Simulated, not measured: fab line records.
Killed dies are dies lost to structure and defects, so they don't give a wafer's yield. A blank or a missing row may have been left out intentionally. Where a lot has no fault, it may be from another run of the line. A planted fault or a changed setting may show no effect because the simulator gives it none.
Code-filled problem report in 8D (eight disciplines) form    flow nand harc    the parts of the form that need people (team, actions taken, sign-off) are left out

== 1. WHAT IS WRONG ==
NHARC_A_SGD_CUT_DESCUM_14, run length s: mean 25.2 s over 1 wafer from 1 lot; wafers with no fault: 23.7 s, standard deviation 0.35. Measured from the usual mean, that is +4.3 standard deviations.
The step: chemistry O2, time 3 s.
First observed at day 27 10:28: wafer L312.1, on rie diel-03. The record has a number at this step for 15 wafers belonging to 5 lots. By rule, "out" or "out of limits" means more than 4 standard deviations away from the usual mean. All remaining wafers that have a number are taken as sound.

== 2. WHAT IT IS, WHAT IT ISN'T ==
question                     is                 is not
which readings at this step  run length s       drypump motor current A, oes product au, rf vpp V, showerhead plenum p Torr, throttle valve pct
which lots                   L312               L295, L303, L306, L317
which wafers of those lots   L312.1             L312.5, L312.6
read on which tools          rie diel-03        rie diel-10, rie diel-13
when                         from day 27 10:28  up to then (11 sound wafers); but 3 sound wafers of L317 came after

== 3. THE SUSPECTS, EACH WITH WHAT RULES IT OUT ==
Counting: a tool at a process step up to the reading stays a suspect if it ran every lot that is out. Sound lots after the first of them don't rule it out here, since some wafers of a struck lot are sound.
- rie diel-03 at NHARC_A_SGD_CUT_DESCUM_14 (chemistry O2, time 3 s): kept. L312, the lot that is out, went through it at day 27 10:28; up to then, the latest sound lot through it was L295 at day 19 15:17. On those wafers its own readings are out: run length s.
- Within rie diel-03 at NHARC_A_SGD_CUT_DESCUM_14: the wafers that are out ran in chamber 2; their sound lot-mates ran in chambers 0, 1.
The count leaves rie diel-03 at NHARC_A_SGD_CUT_DESCUM_14.

== 4. THE CAUSE (what the simulator had put in) ==
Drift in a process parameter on rie diel-03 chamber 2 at NHARC_A_SGD_CUT_DESCUM_14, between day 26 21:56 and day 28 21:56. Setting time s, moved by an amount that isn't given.
After counting, this tool was the only one left.

== 5. THE CHAIN OF EFFECTS, in route order ==
One row per reading whose mean, taken over the struck wafers that have a number, lies over 3 standard deviations from the usual. Only readings for which the record gives a usual standard deviation are gone through. hours: the time from each lot's start at the first step in this table that gives one to its start at this step, as a median over the lots. sigmas: the change in usual standard deviations.
hours  step                       reading       usual   on struck wafers  change  sigmas
0      NHARC_A_SGD_CUT_DESCUM_14  run length s  23.7 s  25.2              +1.5    +4.3
It contains these process steps:
- NHARC_A_SGD_CUT_DESCUM_14: chemistry O2, time 3 s.

== 6. HOW IT WOULD HAVE BEEN CAUGHT EARLIER ==
In this record no reading fell out of limits until day 27 10:28, 13 hours after the fault had begun at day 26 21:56.
